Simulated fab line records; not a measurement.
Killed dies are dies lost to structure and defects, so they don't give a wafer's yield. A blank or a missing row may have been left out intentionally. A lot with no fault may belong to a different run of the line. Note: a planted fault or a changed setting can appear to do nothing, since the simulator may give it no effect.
Chamber matching | flow nand-harc | NHARC_A_STAIRCASE_DESCUM_219 on rie-diel-01 has 4 sister chambers
The step chemistry O2, time 3 s. 4 wafers are shown with their chamber, then 11 later ones without.

== WAFERS WITH THEIR CHAMBER ==
wafer  | chamber | showerhead-plenum-p-Torr (Torr)
L087.4 | 1       | 2.07
L088.4 | 2       | 2.03
L088.6 | 0       | 1.98
L089.4 | 3       | 1.88

== WAFERS WHOSE CHAMBER IS MISSING ==
wafer  | showerhead-plenum-p-Torr (Torr)
L089.5 | 1.97
L089.6 | 1.88
L090.3 | 1.97
L090.4 | 1.88
L090.5 | 1.97
L092.1 | 2.02
L092.3 | 1.97
L092.5 | 2.06
L094.1 | 2.02
L094.3 | 2.05
L094.4 | 1.97

== EACH ONE'S CHAMBER ==
wafer  | from the rows above     | in truth
L089.5 | 0                       | 0
L089.6 | 3                       | 3
L090.3 | 0                       | 0
L090.4 | 3                       | 3
L090.5 | 0                       | 0
L092.1 | 2                       | 2
L092.3 | 0                       | 0
L092.5 | can't be placed: 1 or 2 | 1
L094.1 | 2                       | 2
L094.3 | can't be placed: 1 or 2 | 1
L094.4 | 0                       | 0
Placed correctly: 9 of 11. From these rows, 2 cannot be placed; in 2 the true chamber is one of the candidates. Wrongly placed: 0.
How it was worked out, from the rows above alone: a wafer's distance from a chamber is the root of the sum, over the readings, of the square of ((its reading less the chamber's mean) divided by the reading's scatter). If the next closest chamber is less than 2 further off than the closest, the wafer can't be placed; otherwise it belongs to the closest. Each chamber's mean is taken over the wafers shown for it. The scatter (one wafer shown for each chamber): square how far every hidden wafer sits from the nearest shown wafer, average those squares and take the square root.
